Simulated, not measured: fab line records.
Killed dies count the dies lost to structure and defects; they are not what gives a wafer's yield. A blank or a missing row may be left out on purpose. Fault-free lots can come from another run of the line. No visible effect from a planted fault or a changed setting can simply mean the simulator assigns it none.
Matching of chambers | flow n5_finfet | rie_diel-02 running N5_GATE_CUT_STRIP_59: 4 sister chambers
The step strips in N2/H2, time 20 s. 20 wafers are shown with their chamber, then 10 later ones without.

## WAFERS PAIRED WITH THEIR CHAMBERS
wafer  | chamber | throttle_valve_pct (%) | drypump_motor_current_A (A) | showerhead_plenum_p_Torr (Torr)
L075.1 | 1       | 11.9                   | 6.6                         | 3.42
L075.2 | 0       | 12.0                   | 6.3                         | 3.46
L075.5 | 2       | 12.9                   | 6.1                         | 3.38
L076.3 | 2       | 12.9                   | 6.1                         | 3.38
L076.5 | 1       | 11.9                   | 6.6                         | 3.42
L076.6 | 2       | 12.9                   | 6.2                         | 3.37
L078.2 | 0       | 12.0                   | 6.3                         | 3.46
L078.3 | 1       | 11.9                   | 6.6                         | 3.42
L078.4 | 3       | 11.8                   | 5.3                         | 3.31
L079.2 | 3       | 11.8                   | 5.2                         | 3.31
L079.3 | 1       | 11.9                   | 6.6                         | 3.42
L079.6 | 2       | 12.9                   | 6.2                         | 3.37
L084.2 | 0       | 12.0                   | 6.3                         | 3.45
L084.3 | 2       | 12.9                   | 6.1                         | 3.37
L084.4 | 3       | 11.8                   | 5.2                         | 3.30
L085.1 | 3       | 11.8                   | 5.2                         | 3.30
L085.4 | 1       | 12.0                   | 6.6                         | 3.41
L085.5 | 2       | 12.9                   | 6.1                         | 3.37
L086.1 | 3       | 11.8                   | 5.2                         | 3.30
L086.2 | 0       | 12.0                   | 6.3                         | 3.45

SIGNATURES (averages over the wafers above)
reading                  | chamber 0 | chamber 1 | chamber 2 | chamber 3 | scatter within a chamber
throttle_valve_pct       | 12.000    | 11.920    | 12.900    | 11.800    | 0.0224
drypump_motor_current_A  | 6.300     | 6.600     | 6.133     | 5.220     | 0.0365
showerhead_plenum_p_Torr | 3.4550    | 3.4180    | 3.3733    | 3.3040    | 0.0052
Rule: a wafer lies at a distance from a chamber equal to the root of the sum of squares, over the readings, of (its reading less the chamber's mean, divided by the reading's scatter). If the next closest chamber is less than 2 further off than the closest, the wafer can't be placed; otherwise it belongs to the closest. The scatter: take each reading less its chamber's mean, square it, sum over the shown wafers, divide by the number of wafers less the number of chambers, and take the root.

## WAFERS WITHOUT THEIR CHAMBER
wafer  | throttle_valve_pct (%) | drypump_motor_current_A (A) | showerhead_plenum_p_Torr (Torr)
L086.6 | 12.0                   | 6.3                         | 3.45
L094.1 | 11.9                   | 5.3                         | 3.29
L094.2 | 12.0                   | 6.7                         | 3.40
L094.3 | 12.3                   | 6.1                         | 3.36
L094.4 | 12.1                   | 6.3                         | 3.44
L094.5 | 12.3                   | 6.1                         | 3.36
L094.6 | 11.9                   | 5.3                         | 3.29
L097.3 | 12.3                   | 6.1                         | 3.36
L097.5 | 11.9                   | 5.3                         | 3.29
L097.6 | 12.1                   | 6.3                         | 3.44

## WHICH CHAMBER EACH WENT THROUGH
wafer  | from the rows above     | in truth
L086.6 | 0                       | 0
L094.1 | 3                       | 3
L094.2 | 1                       | 1
L094.3 | can't be placed: 0 or 1 | 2
L094.4 | 0                       | 0
L094.5 | can't be placed: 0 or 1 | 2
L094.6 | 3                       | 3
L097.3 | can't be placed: 0 or 1 | 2
L097.5 | 3                       | 3
L097.6 | 0                       | 0
Placed correctly: 7 of 10. From these rows, 3 cannot be placed; in 0 the true chamber is one of the candidates. Number placed wrongly: 0.
